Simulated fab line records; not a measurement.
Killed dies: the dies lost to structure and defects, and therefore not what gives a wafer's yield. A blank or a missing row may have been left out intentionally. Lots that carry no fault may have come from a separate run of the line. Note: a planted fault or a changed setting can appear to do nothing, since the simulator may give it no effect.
fab line records	flow n5_finfet
record lots=6	wafers=18	last_day=17
route steps=1938 shown BEOL_M0_SAQP@683 BEOL_M4@1111 PASSIVATION@1936
lots with no fault: from the same line, run without faults
start_h: hours from the record's opening day to when the first of the lot's shown wafers began	wait_h: hours elapsed since this lot's preceding step	" the same as in the row above	L1.1+2: a single row standing in for several wafers	- no value, or no start given	* or withheld: withheld	< > ~ a bound
route shown NAME@n: names a module that has steps shown in the file, with the first one's number in the route	usual: the fault-free wafers' mean and standard deviation	same: alike in all rows	chamber/n: place in a boat	sites: readings site by site	_std_site: standard deviation across them	_edge_site: outer sites' mean less inner sites'	radius_mm: how far each site lies from the wafer's centre	mask NAME#n: copy n	behind: tool/chamber where the wafer was last shaped	hold: why the lot was held/for how many hours/how that ended	device: names the non-switching transistor (n, p or np)	end of line: tests run on the same wafers once the route is complete	step lacking rows: just its recipe	killed: count of dies lost to structure and defects at first sort (not the wafer's yield)	map: dies across one wafer; x = killed, . = not, _ = none there
set.NAME: the setting as run; set.NAME@STEP: as run at that earlier step	model.NAME: the simulator's own value behind a step, which no gauge read
certain route steps with their lots: each step a table, each wafer a row
services: when a tool's chamber went out of use (start_h, in hours from the record's first day, below 0 if earlier), for how many hours, and the reason
## steps
# step N5_BEOL_M0_SAQP_COAT_34
# recipe resist=CAR-EUV	spin_rpm=1500	resist_thk_nm=30
# step N5_BEOL_M0_SAQP_EBR_36
# recipe solvent=PGMEA	ebr_width_mm=1.5
# step N5_BEOL_M0_SAQP_SOFTBAKE_35
# recipe temp_c=110	time_s=60	resist=CAR-EUV
# step N5_BEOL_M0_SAQP_EXPOSE_37
# recipe mask_id=M0_CUT1	na=0.33	source_shape=annular	sigma_inner=0.35	sigma_outer=0.8	polarization=unpolarized	target_cd_nm=30	dose_mj=44.75
# step N5_BEOL_M0_SAQP_PEB_38
# recipe peb_temp_c=100	peb_time_s=60	resist=CAR-EUV
# step N5_BEOL_M0_SAQP_DEVELOP_39
# recipe develop_time_s=30	developer=TMAH	resist=CAR-EUV	rinse_liquid=surfactant_rinse	dry=air_spin	dev_temp_c=23
# step N5_BEOL_M0_SAQP_CD_MEAS_40
# recipe target_cd_nm=30	landing_energy_ev=500	detector=se_inlens
# usual cd_nm=30.06/0.23
# same landing_energy_ev=500
lot.wafer	tool	chamber	start_h	wait_h	cd_nm
L682.1	cd_sem-02	0	147.86	-	30.12
L682.4	"	0	"	"	30.15
L682.5	"	0	"	"	30.28
L690.1	cd_sem-01	0	191.69	-	29.77
L690.4	"	0	"	"	30.50
L690.6	"	0	"	"	29.77
L694.3	cd_sem-02	0	214.23	-	30.34
L694.5	"	0	"	"	30.08
L694.6	"	0	"	"	30.03
L695.4	cd_sem-03	0	219.07	-	29.97
L695.5	"	0	"	"	29.81
L695.6	"	0	"	"	30.15
L698.1	cd_sem-02	0	244.29	-	30.57
L698.4	"	0	"	"	29.76
L698.5	"	0	"	"	30.00
L699.2	cd_sem-01	0	248.64	-	29.60
L699.5	"	0	"	"	30.02
L699.6	"	0	"	"	29.94
# step N5_BEOL_M0_SAQP_OVL_MEAS_41
# recipe points_per_wafer=522
# usual M0_CUT1_OVL=0.2/0.71
lot.wafer	tool	chamber	start_h	wait_h	M0_CUT1_OVL[nm]
L682.1	overlay-01	0	147.89	0.0	0.3
L682.4	"	0	"	"	-0.4
L682.5	"	0	"	"	0.2
L690.1	overlay-01	0	191.72	0.0	1.0
L690.4	"	0	"	"	0.4
L690.6	"	0	"	"	0.5
L694.3	overlay-01	0	214.27	0.0	-0.3
L694.5	"	0	"	"	-0.7
L694.6	"	0	"	"	0.7
L695.4	overlay-01	0	219.11	0.0	-0.6
L695.5	"	0	"	"	-0.8
L695.6	"	0	"	"	0.3
L698.1	overlay-02	0	244.32	0.0	-0.8
L698.4	"	0	"	"	-0.9
L698.5	"	0	"	"	0.7
L699.2	overlay-01	0	248.68	0.0	0.9
L699.5	"	0	"	"	0.7
L699.6	"	0	"	"	1.3
# step N5_BEOL_M0_SAQP_INSPECT_42
# recipe mode=adi	inspect_instrument=brightfield
# usual raw_defect_count=283/66
lot.wafer	tool	chamber	start_h	wait_h	raw_defect_count
L682.1	defect_inspect-01	-	147.95	0.1	273
L682.4	"	-	"	"	237
L682.5	"	-	"	"	266
L690.1	defect_inspect-01	-	191.78	0.1	253
L690.4	"	-	"	"	232
L690.6	"	-	"	"	346
L694.3	defect_inspect-01	-	214.32	0.0	132
L694.5	"	-	"	"	232
L694.6	"	-	"	"	262
L695.4	defect_inspect-02	-	219.16	0.0	278
L695.5	"	-	"	"	205
L695.6	"	-	"	"	157
L698.1	defect_inspect-02	-	244.38	0.1	292
L698.4	"	-	"	"	305
L698.5	"	-	"	"	209
L699.2	defect_inspect-02	-	248.73	0.0	216
L699.5	"	-	"	"	374
L699.6	"	-	"	"	283
# step N5_BEOL_M0_SAQP_DESCUM_45
# recipe chemistry=O2	time_s=7	source_power_w=50	bias_power_w=20	pressure_mtorr=20	rf_frequency_hz=2.712e+07	temp_c=40	resist=CAR-EUV	o2_flow_sccm=225
# usual drypump_motor_current_A=5.39/0.28	oes_product_au=0.77/0.096	rf_vpp_V=243.5/1.1	showerhead_plenum_p_Torr=2.12/0.05	throttle_valve_pct=20.41/0.22
lot.wafer	tool	chamber	start_h	wait_h	drypump_motor_current_A	oes_product_au	rf_hours_counter_h	rf_vpp_V	showerhead_plenum_p_Torr	throttle_valve_pct
L682.1	rie_diel-05	1	148.22	0.3	5.45	0.96	13	243.3	2.06	20.00
L682.4	"	0	"	"	5.03	0.68	240	244.0	2.13	20.64
L682.5	"	3	"	"	5.32	0.75	-	243.2	2.09	20.44
L690.1	rie_diel-03	0	191.81	0.0	5.93	0.72	194	243.2	2.08	20.18
L690.4	"	1	"	"	5.27	0.82	61	244.6	2.22	20.39
L690.6	"	0	"	"	5.94	0.72	-	243.8	2.08	20.16
L694.3	rie_diel-03	1	214.60	0.3	5.28	0.81	69	245.2	2.21	20.41
L694.5	"	1	"	"	5.28	0.80	-	245.2	2.21	20.41
L694.6	"	2	"	"	5.24	0.68	-	243.4	2.07	20.62
L695.4	rie_diel-03	1	219.21	0.0	5.28	0.80	-	246.0	2.21	20.41
L695.5	"	0	"	"	5.94	0.71	-	243.4	2.07	20.18
L695.6	"	2	"	"	5.24	0.68	-	244.0	2.07	20.61
L698.1	rie_diel-05	3	244.41	0.0	5.33	0.73	179	243.5	2.08	20.46
L698.4	"	2	"	"	5.69	0.90	24	244.1	2.13	20.11
L698.5	"	3	"	"	5.33	0.72	-	244.1	2.08	20.49
L699.2	rie_diel-05	2	248.97	0.2	5.66	0.90	26	242.2	2.13	20.12
L699.5	"	3	"	"	5.31	0.72	-	243.8	2.08	20.50
L699.6	"	0	"	"	5.02	0.97	-	243.0	2.12	20.28
# step N5_BEOL_M0_SAQP_ETCH_88
# recipe chemistry=N2/H2	target=underlayer	target_depth_a=65	time_s=5.2	ion_energy_ev=200	mask_material=CAR-EUV	pressure_mtorr=30	source_w=840	bias_w=150	n2_flow_sccm=200	h2_flow_sccm=200	ends=cleared
# usual drypump_motor_current_A=5.40/0.28	etch_rf_on_time_s=5.18/0.11	oes_product_au=0.66/0.082	rf_vpp_V=524.8/2.2	showerhead_plenum_p_Torr=2.58/0.065	throttle_valve_pct=17.90/0.3
lot.wafer	tool	chamber	start_h	wait_h	drypump_motor_current_A	etch_rf_on_time_s	oes_product_au	rf_hours_counter_h	rf_vpp_V	showerhead_plenum_p_Torr	throttle_valve_pct
L682.1	rie_diel-05	1	148.25	0.0	5.46	5.08	0.82	13	524.0	2.49	17.41
L682.4	"	0	"	"	5.06	5.31	0.58	240	523.7	2.63	18.33
L682.5	"	3	"	"	5.29	5.14	0.64	-	525.2	2.54	17.96
L690.1	rie_diel-03	0	191.84	0.0	5.93	5.40	0.61	194	525.0	2.51	17.55
L690.4	"	1	"	"	5.28	5.28	0.68	61	527.8	2.68	17.59
L690.6	"	0	"	"	5.93	5.37	0.60	-	522.0	2.51	17.52
L694.3	rie_diel-03	1	214.64	0.0	5.29	5.15	0.69	69	528.5	2.67	17.63
L694.5	"	1	"	"	5.28	5.23	0.70	-	529.4	2.67	17.63
L694.6	"	2	"	"	5.28	5.20	0.58	-	522.8	2.50	18.14
L695.4	rie_diel-03	1	219.23	0.0	5.29	5.16	0.68	-	526.7	2.67	17.61
L695.5	"	0	"	"	5.94	5.27	0.60	-	523.3	2.51	17.56
L695.6	"	2	"	"	5.29	5.21	0.58	-	523.1	2.50	18.16
L698.1	rie_diel-05	3	244.45	0.0	5.32	5.17	0.61	179	524.0	2.52	18.04
L698.4	"	2	"	"	5.69	4.94	0.78	24	525.9	2.60	17.70
L698.5	"	3	"	"	5.33	5.13	0.62	-	524.4	2.52	18.06
L699.2	rie_diel-05	2	249.00	0.0	5.67	4.99	0.79	26	523.8	2.60	17.69
L699.5	"	3	"	"	5.30	5.24	0.61	-	524.5	2.52	18.04
L699.6	"	0	"	"	5.02	5.28	0.81	-	524.1	2.62	17.91
# step N5_BEOL_M0_SAQP_ETCH_73
# recipe chemistry=CF4	target=SiARC	target_depth_a=195	mask_material=CAR-EUV	time_s=32.5	ion_energy_ev=80	pressure_mtorr=40	source_w=545	bias_w=36	Ar_flow_sccm=100	cf4_flow_sccm=100	ends=cleared
# usual drypump_motor_current_A=5.39/0.28	etch_rf_on_time_s=32.4/0.68	oes_product_au=0.66/0.082	rf_vpp_V=184.3/0.93	showerhead_plenum_p_Torr=2.16/0.054	throttle_valve_pct=15.61/0.25
lot.wafer	tool	chamber	start_h	wait_h	drypump_motor_current_A	etch_rf_on_time_s	oes_product_au	rf_hours_counter_h	rf_vpp_V	showerhead_plenum_p_Torr	throttle_valve_pct
L682.1	rie_diel-05	1	148.27	0.0	5.46	31.9	0.81	13	182.9	2.10	15.09
L682.4	"	0	"	"	5.02	32.9	0.58	240	186.9	2.20	16.00
L682.5	"	3	"	"	5.30	32.1	0.64	-	182.7	2.13	15.61
L690.1	rie_diel-03	0	191.86	0.0	5.94	33.5	0.60	194	182.9	2.11	15.39
L690.4	"	1	"	"	5.27	32.5	0.70	61	186.3	2.28	15.60
L690.6	"	0	"	"	5.95	33.4	0.61	-	183.4	2.11	15.39
L694.3	rie_diel-03	1	214.65	0.0	5.28	32.6	0.69	69	185.7	2.27	15.60
L694.5	"	1	"	"	5.28	32.5	0.69	-	185.2	2.27	15.61
L694.6	"	2	"	"	5.27	33.0	0.58	-	182.7	2.11	15.83
L695.4	rie_diel-03	1	219.26	0.0	5.28	32.7	0.68	-	185.5	2.27	15.60
L695.5	"	0	"	"	5.94	33.4	0.60	-	184.3	2.11	15.39
L695.6	"	2	"	"	5.28	33.1	0.58	-	183.9	2.11	15.81
L698.1	rie_diel-05	3	244.46	0.0	5.33	32.9	0.60	179	183.5	2.12	15.67
L698.4	"	2	"	"	5.71	31.0	0.80	24	184.7	2.19	15.27
L698.5	"	3	"	"	5.31	32.7	0.61	-	183.8	2.12	15.67
L699.2	rie_diel-05	2	249.02	0.0	5.68	31.0	0.79	26	183.1	2.19	15.28
L699.5	"	3	"	"	5.31	32.9	0.60	-	182.4	2.12	15.65
L699.6	"	0	"	"	5.03	32.2	0.83	-	185.4	2.19	15.53
# step N5_BEOL_M0_SAQP_CUT_ETCH_46
# recipe chemistry=N2/H2	target=SOC	target_depth_a=1350	overetch_a=270	temp_c=40	time_s=202.5	ion_energy_ev=200	mask_material=SiARC	pressure_mtorr=30	source_w=840	bias_w=150	n2_flow_sccm=200	h2_flow_sccm=200
# usual drypump_motor_current_A=5.40/0.27	rf_vpp_V=524.7/1.8	showerhead_plenum_p_Torr=2.58/0.065	throttle_valve_pct=17.86/0.3
lot.wafer	tool	chamber	start_h	wait_h	drypump_motor_current_A	rf_hours_counter_h	rf_vpp_V	showerhead_plenum_p_Torr	throttle_valve_pct	model.SiARC_of_BEOL_M0_SAQP_COAT_72.thk_nm
L682.1	rie_diel-05	1	148.30	0.0	5.41	13	523.5	2.49	17.34	4.8
L682.4	"	0	"	"	5.04	240	526.3	2.63	18.27	5.4
L682.5	"	3	"	"	5.31	-	524.6	2.54	17.93	5
L690.1	rie_diel-03	0	191.89	0.0	5.94	194	525.2	2.51	17.50	5.2
L690.4	"	1	"	"	5.31	61	529.4	2.68	17.57	5
L690.6	"	0	"	"	5.93	-	522.6	2.52	17.49	5.2
L694.3	rie_diel-03	1	214.69	0.0	5.31	69	529.0	2.67	17.57	5
L694.5	"	1	"	"	5.28	-	526.8	2.67	17.59	5.6
L694.6	"	2	"	"	5.24	-	521.6	2.50	18.10	5.8
L695.4	rie_diel-03	1	219.35	0.1	5.29	-	527.9	2.67	17.59	5.2
L695.5	"	0	"	"	5.95	-	522.1	2.51	17.52	5.8
L695.6	"	2	"	"	5.26	-	523.4	2.50	18.09	5.6
L698.1	rie_diel-05	3	244.49	0.0	5.30	179	523.1	2.52	17.97	4.8
L698.4	"	2	"	"	5.68	24	525.0	2.60	17.66	4.6
L698.5	"	3	"	"	5.31	-	523.8	2.52	17.99	4.8
L699.2	rie_diel-05	2	249.05	0.0	5.69	26	525.5	2.60	17.64	4.4
L699.5	"	3	"	"	5.33	-	523.6	2.52	17.98	4.8
L699.6	"	0	"	"	5.04	-	525.2	2.62	17.86	5
# step N5_BEOL_M0_SAQP_STRIP_74
# recipe chemistry=N2/H2	temp_c=40	n2_flow_sccm=200	h2_flow_sccm=200	rf_frequency_hz=6e+07
# step N5_BEOL_M4_RC_MEAS_101
# usual DIBL_N=36.4/1.7	DIBL_P=36.4/2.1	IOFF_N=0.16/0.035	IOFF_P=0.21/0.035	ION_N=680/11	ION_P=465/6.8	SS_N=71.5/0.58	SS_P=73.2/0.72	VT_N=249/3.6	VT_P=-250/3.1
lot.wafer	tool	chamber	start_h	wait_h	DIBL_N[mV/V]	DIBL_P[mV/V]	IOFF_N[nA/um]	IOFF_P[nA/um]	ION_N[uA/um]	ION_P[uA/um]	SS_N[mV/dec]	SS_P[mV/dec]	VT_N[mV]	VT_P[mV]
L682.1	prober-02	0	209.34	0.0	35.2	36.3	0.14	0.19	671	461	71.4	72.7	249	-254
L682.4	"	0	"	"	38.1	38.2	0.19	0.22	691	470	71.7	73.9	251	-252
L682.5	"	0	"	"	32.7	32.5	0.11	0.14	664	453	70.7	71.8	255	-255
L690.1	prober-02	0	252.01	0.0	36.0	35.4	0.16	0.23	673	471	71.6	73.0	247	-245
L690.4	"	0	"	"	35.6	35.3	0.16	0.23	687	474	71.0	73.0	247	-247
L690.6	"	0	"	"	37.2	36.3	0.18	0.25	691	471	71.8	73.1	245	-247
L694.3	prober-02	0	273.73	0.3	36.0	37.0	0.15	0.21	673	468	71.5	72.6	249	-248
L694.5	"	0	"	"	36.6	38.2	0.16	0.22	677	466	71.3	73.0	250	-249
L694.6	"	0	"	"	34.9	35.5	0.12	0.18	669	461	71.4	72.3	255	-250
L695.4	prober-02	0	279.37	0.5	36.5	36.7	0.16	0.20	685	468	72.0	73.7	247	-250
L695.5	"	0	"	"	34.5	34.0	0.12	0.15	672	455	71.4	73.0	254	-255
L695.6	"	0	"	"	37.0	37.9	0.17	0.21	676	461	71.5	73.7	249	-252
L698.1	prober-02	0	293.24	0.0	40.7	41.2	0.28	0.30	710	472	72.3	74.5	239	-245
L698.4	"	0	"	"	37.0	36.5	0.18	0.22	693	477	71.4	73.0	247	-248
L698.5	"	0	"	"	40.4	40.9	0.25	0.29	697	473	71.9	74.7	240	-248
L699.2	prober-01	0	306.27	0.7	37.3	36.7	0.16	0.23	682	467	71.7	72.8	249	-247
L699.5	"	0	"	"	35.5	34.1	0.14	0.19	683	469	71.3	73.1	252	-251
L699.6	"	0	"	"	37.7	37.6	0.17	0.25	686	471	71.9	73.9	249	-247
# step N5_PASSIVATION_PROBE_49
# usual defect_limited_yield=91.3/1.4	killed_at_M0_to_M3=36/11	killed_at_M4_up=13/5.2	killed_at_contacts=13/6.5	killed_at_front_end=37/11	killed_at_other=3.6/2.9	killed_dies=103/17	killed_open=68/12	killed_short=33/7.3	sort_bin_4_leakage=0.01/0.039	sort_bin_5_function=5.2/0.91	sort_bin_6_memory=3.2/0.67	sort_n_pass=1077/17	sort_yield_pct=91.3/1.4
# same gross_dies=1180	killed_at_back_side=0	sort_bin_8_speed[%]=0
lot.wafer	tool	chamber	start_h	wait_h	defect_limited_yield[%]	killed_at_M0_to_M3	killed_at_M4_up	killed_at_contacts	killed_at_front_end	killed_at_other	killed_dies	killed_open	killed_short	sort_bin_4_leakage[%]	sort_bin_5_function[%]	sort_bin_6_memory[%]	sort_n_pass	sort_yield_pct[%]
L690.4	prober-01	-	368.10	0.2	89.8	32	19	9	55	5	120	62	43	0	5.8	3.3	1060	89.8
L690.6	prober-01	-	368.20	0.3	91.4	32	12	2	51	4	101	64	33	0	4.9	3.2	1079	91.4
# killed by level:class
L690.4 BEOL_M1:geometric_particle:open=12 FIN_SAQP:geometric_particle:short=10 HKMG_FIN:area_etch=8 FIN_SAQP:geometric_particle:open=7 STI_FIN_REVEAL:geometric_particle:open=7 MOL_CONTACT_COAG:geometric_particle:open=7 GATE_CUT:geometric_particle:short=7 BEOL_M4:geometric_particle:short=7
L690.6 FIN_SAQP:geometric_particle:open=9 DUMMY_GATE:geometric_particle:open=8 FIN_SAQP:geometric_particle:short=7 STI_FIN_REVEAL:geometric_particle:open=7 BEOL_M1:geometric_particle:open=7 BEOL_M0_SAQP:geometric_particle:short=5 BEOL_M0_SAQP:geometric_particle:open=5 BEOL_M0:geometric_particle:open=3
## services
tool	chamber	start_h	hours	kind
rie_diel-05	2	156.15	-	clean
rie_diel-05	2	156.15	-	consumable_replace:focus_ring
rie_diel-05	2	156.15	14.8	scheduled_down
rie_diel-05	2	156.15	14.8	vent_cycle
rie_diel-05	0	183.06	-	clean
rie_diel-05	0	183.06	-	consumable_replace:focus_ring
rie_diel-05	0	183.06	30.2	scheduled_down
rie_diel-05	0	183.06	30.2	vent_cycle
rie_diel-05	-	184.13	1.2	repair
rie_diel-03	3	207.89	9.7	repair
rie_diel-03	3	218.18	-	clean
rie_diel-03	3	218.18	-	consumable_replace:focus_ring
rie_diel-03	3	218.18	18.2	scheduled_down
rie_diel-03	3	218.18	18.2	vent_cycle
rie_diel-03	-	223.67	1.2	repair
## key
first_sign none at tools or gauges
model_effect step=N5_BEOL_M0_SAQP_CUT_ETCH_46	value=SiARC_of_BEOL_M0_SAQP_COAT_72.thk_nm	without=5.15	struck=5.7
met_at N5_BEOL_M0_SAQP_CUT_ETCH_46
struck_wafers L694.5,L694.6,L695.5,L695.6
onset_between 191.89 214.69
fault kind=process_parameter_drift	tool=rie_diel-03	chamber=-	onset_h=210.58	steps=N5_BEOL_M0_SAQP_CUT_ETCH_46	channel=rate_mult	offset=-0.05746	shape=step	end_h=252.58	scope=struck_wafers_only
